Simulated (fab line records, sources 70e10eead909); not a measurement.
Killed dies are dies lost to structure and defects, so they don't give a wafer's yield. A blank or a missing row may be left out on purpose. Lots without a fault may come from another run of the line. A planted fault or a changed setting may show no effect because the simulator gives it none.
Chamber matching | flow nand_harc | NHARC_P_CONTACT_STRIP_28 on rie_diel-13: 4 sister chambers
The step strips in O2. 24 wafers are shown with their chamber, then 12 later ones without.

WAFERS WITH THEIR CHAMBER
wafer  | chamber | showerhead_plenum_p_Torr (Torr) | drypump_motor_current_A (A) | throttle_valve_pct (%)
L076.1 | 2       | 3.65                            | 5.5                         | 17.043
L076.2 | 1       | 3.72                            | 5.1                         | 17.042
L076.5 | 2       | 3.66                            | 5.5                         | 17.045
L075.2 | 2       | 3.66                            | 5.6                         | 17.039
L075.3 | 1       | 3.72                            | 5.2                         | 17.050
L075.6 | 2       | 3.65                            | 5.6                         | 17.041
L079.1 | 1       | 3.72                            | 5.2                         | 17.038
L079.4 | 2       | 3.65                            | 5.6                         | 17.038
L079.6 | 0       | 3.43                            | 6.1                         | 17.030
L082.3 | 3       | 3.74                            | 5.5                         | 17.045
L082.4 | 1       | 3.72                            | 5.1                         | 17.034
L082.6 | 0       | 3.43                            | 6.1                         | 17.028
L086.2 | 2       | 3.65                            | 5.6                         | 17.039
L086.4 | 3       | 3.74                            | 5.5                         | 17.055
L086.5 | 1       | 3.72                            | 5.2                         | 17.047
L087.1 | 2       | 3.65                            | 5.5                         | 17.044
L087.2 | 0       | 3.43                            | 6.1                         | 17.035
L087.3 | 1       | 3.72                            | 5.2                         | 17.044
L092.1 | 1       | 3.72                            | 5.1                         | 17.040
L092.2 | 2       | 3.65                            | 5.5                         | 17.039
L092.4 | 0       | 3.42                            | 6.1                         | 17.037
L091.1 | 2       | 3.65                            | 5.5                         | 17.046
L091.3 | 0       | 3.42                            | 6.1                         | 17.040
L091.5 | 1       | 3.71                            | 5.1                         | 17.039

SIGNATURES (means of the wafers above)
reading                  | chamber 0 | chamber 1 | chamber 2 | chamber 3 | scatter within a chamber
showerhead_plenum_p_Torr | 3.4260    | 3.7188    | 3.6522    | 3.7400    | 0.00426
drypump_motor_current_A  | 6.100     | 5.150     | 5.544     | 5.500     | 0.0459
throttle_valve_pct       | 17.03400  | 17.04175  | 17.04156  | 17.05000  | 0.0045
Rule: a wafer's distance from a chamber is the root of the sum, over the readings, of the square of ((its reading less the chamber's mean) divided by the reading's scatter). The wafer belongs to the nearest chamber; if the next one is less than 2 further off, it can't be placed. The scatter: the root of (the sum of the squares of (reading less its chamber's mean) over the shown wafers, divided by (wafers less chambers)).

WAFERS WITHOUT THEIR CHAMBER
wafer  | showerhead_plenum_p_Torr (Torr) | drypump_motor_current_A (A) | throttle_valve_pct (%)
L094.1 | 3.65                            | 5.5                         | 17.030
L094.3 | 3.74                            | 5.5                         | 17.062
L094.5 | 3.71                            | 5.2                         | 17.036
L095.2 | 3.42                            | 6.1                         | 17.048
L095.4 | 3.74                            | 5.5                         | 17.030
L095.5 | 3.74                            | 5.5                         | 17.037
L097.1 | 3.65                            | 5.6                         | 17.040
L097.2 | 3.42                            | 6.1                         | 17.052
L097.3 | 3.74                            | 5.4                         | 17.042
L096.1 | 3.65                            | 5.5                         | 17.024
L096.4 | 3.71                            | 5.2                         | 17.032
L096.5 | 3.74                            | 5.4                         | 17.037

WHICH CHAMBER EACH WENT THROUGH
wafer  | from the rows above | in truth
L094.1 | 2                   | 2
L094.3 | 3                   | 3
L094.5 | 1                   | 1
L095.2 | 0                   | 0
L095.4 | 3                   | 3
L095.5 | 3                   | 3
L097.1 | 2                   | 2
L097.2 | 0                   | 0
L097.3 | 3                   | 3
L096.1 | 2                   | 2
L096.4 | 1                   | 1
L096.5 | 3                   | 3
Placed correctly: 12 of 12. Can't be placed from these rows: 0. Placed wrongly: 0.
